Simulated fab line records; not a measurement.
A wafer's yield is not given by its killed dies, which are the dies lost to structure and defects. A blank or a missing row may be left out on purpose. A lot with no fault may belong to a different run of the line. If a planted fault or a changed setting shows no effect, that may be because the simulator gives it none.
Lot-split experiment	flow n5-finfet	39 wafers read across 7 lots, on a route 1938 steps long

== ABOUT THE SPLIT ==
At N5_SPACER0_ALD_00 (deposits SiOCN, target thk 3.5 nm, pulse time 3 s, purge time 2 s), the setting ald-cycles was moved away from the recipe's 58 on 18 of the 39 wafers read, by -13.8% to +15.5%. All remaining wafers had this setting at the recipe value.

The reading comes from the split's own step.

== THE READING ==
SiOCN_of_SPACER0_ALD_00.thk-nm (the simulator's own value, which no gauge read), in nm, at N5_SPACER0_ALD_00 (deposits SiOCN, target thk 3.5 nm, pulse time 3 s, purge time 2 s). The file gives no usual value for it. The 21 wafers here that ran the recipe average 3.6 nm, standard deviation 0.085 nm.

wafer	tool, chamber at the split	ald-cycles as run	against the recipe	SiOCN_of_SPACER0_ALD_00.thk-nm, nm	against lot-mates on the recipe
L079.1	ald-sin-01, 1,3,1	58	recipe	3.6	-
L079.2	ald-sin-01, 1,3,1	58	recipe	3.6	-
L079.6	ald-sin-01, 1,3,1	58	recipe	3.6	-
L079.3	ald-sin-01, 2	54	-6.9%	3.4	-0.2
L079.4	ald-sin-01, 0	54	-6.9%	3.2	-0.4
L079.5	ald-sin-01, 0	54	-6.9%	3.2	-0.4
L082.1	ald-sin-01, 3,1,2	53	-8.6%	3.2	-0.3
L082.3	ald-sin-01, 3,1,2	53	-8.6%	3.2	-0.3
L082.4	ald-sin-01, 3,1,2	53	-8.6%	3.2	-0.3
L082.2	ald-sin-01, 0	58	recipe	3.4	-
L082.5	ald-sin-01, 0,1	58	recipe	3.6	-
L082.6	ald-sin-01, 0,1	58	recipe	3.6	-
L085.1	ald-sin-04, 3,1,0	58	recipe	3.4	-
L085.3	ald-sin-04, 3,1,0	58	recipe	3.4	-
L085.4	ald-sin-04, 3,1,0	58	recipe	3.4	-
L085.2	ald-sin-04, 2,2,3	50	-13.8%	3	-0.4
L085.5	ald-sin-04, 2,2,3	50	-13.8%	3	-0.4
L085.6	ald-sin-04, 2,2,3	50	-13.8%	3	-0.4
L090.1	ald-sin-01, 1,3,1	58	recipe	3.6	-
L090.3	ald-sin-01, 1,3,1	58	recipe	3.6	-
L090.5	ald-sin-01, 1,3,1	58	recipe	3.6	-
L092.1	ald-sin-01, 3,0	58	recipe	3.6	-
L092.6	ald-sin-01, 3,0	58	recipe	3.6	-
L092.2	ald-sin-01, 1,2,1	67	+15.5%	4	+0.5
L092.3	ald-sin-01, 1,2,1	67	+15.5%	4	+0.5
L092.5	ald-sin-01, 1,2,1	67	+15.5%	4	+0.5
L092.4	ald-sin-01, 0	58	recipe	3.4	-
L093.1	ald-sin-02, 2,3,2	55	-5.2%	3.4	-0.2
L093.4	ald-sin-02, 2,3,2	55	-5.2%	3.4	-0.2
L093.6	ald-sin-02, 2,3,2	55	-5.2%	3.4	-0.2
L093.2	ald-sin-02, 1,0,1	58	recipe	3.6	-
L093.3	ald-sin-02, 1,0,1	58	recipe	3.6	-
L093.5	ald-sin-02, 1,0,1	58	recipe	3.6	-
L094.1	ald-sin-04, 2,0,2	58	recipe	3.6	-
L094.2	ald-sin-04, 2,0,2	58	recipe	3.6	-
L094.6	ald-sin-04, 2,0,2	58	recipe	3.6	-
L094.3	ald-sin-04, 3	55	-5.2%	3.2	-0.4
L094.4	ald-sin-04, 3	55	-5.2%	3.2	-0.4
L094.5	ald-sin-04, 0	55	-5.2%	3.4	-0.2
Rows listing several chambers each stand for several wafers; the file does not say which wafer went through which chamber.

THE FIT
A straight line over all 39 wafers: SiOCN_of_SPACER0_ALD_00.thk-nm changes by +0.035 nm for each +1% of ald-cycles; r = +0.94; the points scatter about the line by 0.085 nm.
The same after taking each lot's own level away (the mean of its wafers on the recipe; 39 wafers): +0.0331 nm for each +1%; r = +0.95; scatter 0.077 nm.
Per that fit: largest ald-cycles move, reading shift of 0.51 nm.
The lots' own levels span 3.40 to 3.60 nm, that is 2.3 times the standard deviation above.
The two slopes agree, so the slope changes little with the lot-to-lot level.
Check: with one of the wafers moved furthest among these (+15.5%) left out of the fit, the line predicts +0.493 nm for it against its lot-mates. Against them it came out at +0.467 nm.

== FURTHER SPLITS ON THESE WAFERS ==
These wafers also went through other splits before the reading. Each is held against what the fit with the lots' levels taken away leaves over:
other split on the same wafers	wafers away from the commonest value	r with SiOCN_of_SPACER0_ALD_00.thk-nm (lot level and that fit taken away)
N5_DUMMY_GATE_EXPOSE_12 dose-mj	15	+0.18
N5_DUMMY_GATE_ETCH_37 source-w	15	+0.03

== FILE'S OWN FIT ==
SiOCN_of_SPACER0_ALD_00.thk-nm changes by +0.0341 nm for each +1% of ald-cycles, r = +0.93.
